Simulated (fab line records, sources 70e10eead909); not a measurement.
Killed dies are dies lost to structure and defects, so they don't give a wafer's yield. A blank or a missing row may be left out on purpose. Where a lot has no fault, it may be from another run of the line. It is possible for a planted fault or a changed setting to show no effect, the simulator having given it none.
A lot that was struck, set against a sound lot    flow nandHarc    14 out of 1159 route steps
Sound: wafers L834.2, L834.4, L834.5. Struck: wafer L830.5 (left out: L830.3, L830.4 of the same lot, which were not struck); the cause appears at the end.
For every step that has rows: the tool of each side, followed by ch and its chambers, followed by its first start. Under that, the readings that differ: sound wafers    struck wafers    difference of the means    sigmas: that difference in standard deviations of wafers without a fault.
alike: words and numbers the same on both sides, and readings whose means are apart by under 2 such deviations; not compared: readings that were withheld, readings missing a value for some wafer, numbers with overlapping values and no deviation given by the record, and bounds like >300 which may hide the same value.
A row with sigmas, a row that says differs or no value, or rows on one side alone: a step with any of these is where the two part. Numbers that have no deviation but don't overlap get no sigmas and don't part them. A reading missing from all wafers of one side parts the sides only when that side holds two or more wafers.

first, 5 steps without rows for these wafers: NHARC_A_STAIRCASE_EBR_05; NHARC_A_STAIRCASE_EXPOSE_06 (exposes mask STAIR); NHARC_A_STAIRCASE_PEB_07 (peb time 130 s); NHARC_A_STAIRCASE_DEVELOP_08 (time 140 s); NHARC_A_STAIRCASE_HARDBAKE_10 (time 140 s).
NHARC_A_STAIRCASE_DESCUM_11: chemistry O2, time 3 s.
  sound on rieDiel-04 ch 1,2,3, day 15 14:37; struck on rieDiel-11 ch 0, day 14 23:11
reading               sound                 struck  difference  sigmas
throttleValvePct (%)  11.301 11.312 11.308  11.328  +0.021      +3
  alike: drypumpMotorCurrentA, oesProductAu, rfVppV, showerheadPlenumPTorr
  not compared: rfHoursCounterH
then, 1 step without rows for these wafers: NHARC_A_STAIRCASE_TRIM_12 (chemistry O2, time 211.2 s).
NHARC_A_STAIRCASE_ETCH_13: etches the open film in C4F8/O2, target depth 100 nm, time 40.5 s.
  sound: rieDiel-04 ch 0,2; struck: rieDiel-11 ch 1
  alike: oesProductAu, rfVppV
  not compared: rfHoursCounterH
NHARC_A_STAIRCASE_TRIM_14: chemistry O2, time 211.2 s.
  sound: rieDiel-04 ch 1,3; struck: rieDiel-11 ch 2
reading                       sound           struck  difference  sigmas
showerheadPlenumPTorr (Torr)  3.58 3.77 3.58  3.31    -0.33       -2
  alike: drypumpMotorCurrentA, oesProductAu, rfVppV, throttleValvePct
  not compared: rfHoursCounterH
NHARC_A_STAIRCASE_ETCH_15: etches the open film in C4F8/O2, target depth 100 nm, time 40.5 s.
  sound: rieDiel-04 ch 1,3; struck: rieDiel-11 ch 0
  alike: oesProductAu, rfVppV
  not compared: rfHoursCounterH
then, 1 step without rows for these wafers: NHARC_A_STAIRCASE_TRIM_16 (chemistry O2, time 211.2 s).
NHARC_A_STAIRCASE_ETCH_17: etches the open film in C4F8/O2, target depth 100 nm, time 40.5 s.
  sound on rieDiel-04 ch 0,2,3, day 15 15:26; struck on rieDiel-11 ch 0, day 15 00:14
reading              sound              struck  difference  sigmas
oesProductAu (a.u.)  0.938 0.944 0.933  1.106   +0.168      +14
  alike: rfVppV
  not compared: rfHoursCounterH
NHARC_A_STAIRCASE_TRIM_18: chemistry O2, time 211.2 s.
  sound: rieDiel-04 ch 1,3; struck: rieDiel-11 ch 2
reading                       sound                 struck  difference  sigmas
rfVppV (V)                    59.3 59.6 58.5        56.7    -2.4        -3
showerheadPlenumPTorr (Torr)  3.76 3.58 3.76        3.31    -0.39       -3
throttleValvePct (%)          17.051 17.041 17.057  17.029  -0.021      -2
  alike: drypumpMotorCurrentA, oesProductAu
  not compared: rfHoursCounterH
-- break in the record here, with 13 days between the starts of the struck wafers on either side (left off in module A_STAIRCASE, picked up again in module END, where the first step shown is number 1159 on the route) --
NHARC_END_SORT_01:
  at this point the record logs the struck wafers (prober-01 ch 0, day 28 05:11) and has no rows for the sound ones

WHERE THEY PART
At NHARC_A_STAIRCASE_DESCUM_11 first; at NHARC_END_SORT_01 last (within this record only).

WHY: what the simulator had put in
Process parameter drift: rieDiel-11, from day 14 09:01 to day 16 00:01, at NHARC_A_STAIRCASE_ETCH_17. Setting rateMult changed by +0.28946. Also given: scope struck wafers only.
